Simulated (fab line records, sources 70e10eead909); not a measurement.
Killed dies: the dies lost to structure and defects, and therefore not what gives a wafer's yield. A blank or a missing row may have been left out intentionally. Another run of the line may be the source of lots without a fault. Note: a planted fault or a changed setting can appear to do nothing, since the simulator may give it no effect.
Matching of chambers    flow nand_harc    NHARC_A_STAIRCASE_DEP_322 on pecvd-01 has 3 sister chambers
The step deposits SiO2, target thk 3800 nm. 3 wafers are shown with their chamber, then 9 later ones without.

== WAFERS WITH THEIR CHAMBER ==
wafer   chamber  susceptor_temp_C (C)
L092.1  0        399.84
L092.4  2        400.22
L092.5  1        399.90

== WAFERS WITHOUT THEIR CHAMBER ==
wafer   susceptor_temp_C (C)
L091.3  400.01
L091.4  399.80
L091.5  400.08
L094.1  399.91
L094.2  399.86
L094.3  399.69
L096.1  400.16
L096.3  400.01
L096.5  400.33

== WHICH CHAMBER EACH WENT THROUGH ==
wafer    from the rows above            in truth
L091.3   can't be placed: 1 or 0 or 2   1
L091.4   can't be placed: 0 or 1        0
L091.5   can't be placed: 2 or 1 or 0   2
L094.1   can't be placed: 1 or 0        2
L094.2   can't be placed: 0 or 1        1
L094.3   can't be placed: 0 or 1        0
L096.1   2                              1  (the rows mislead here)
L096.3   can't be placed: 1 or 0 or 2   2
L096.5   2                              2
1 of 9 placed correctly. From these rows, 7 cannot be placed; in 6 the true chamber is one of the candidates. 1 placed wrongly.
How it was worked out, from the rows above alone: a wafer's distance from a chamber is the root of the sum, over the readings, of the square of ((its reading less the chamber's mean) divided by the reading's scatter). The wafer belongs to the nearest chamber; if the next one is less than 2 further off, it can't be placed. The mean given for a chamber averages the wafers shown for that chamber. The scatter: root of mean squared gap, hidden wafer to nearest shown wafer, with one shown wafer a chamber.
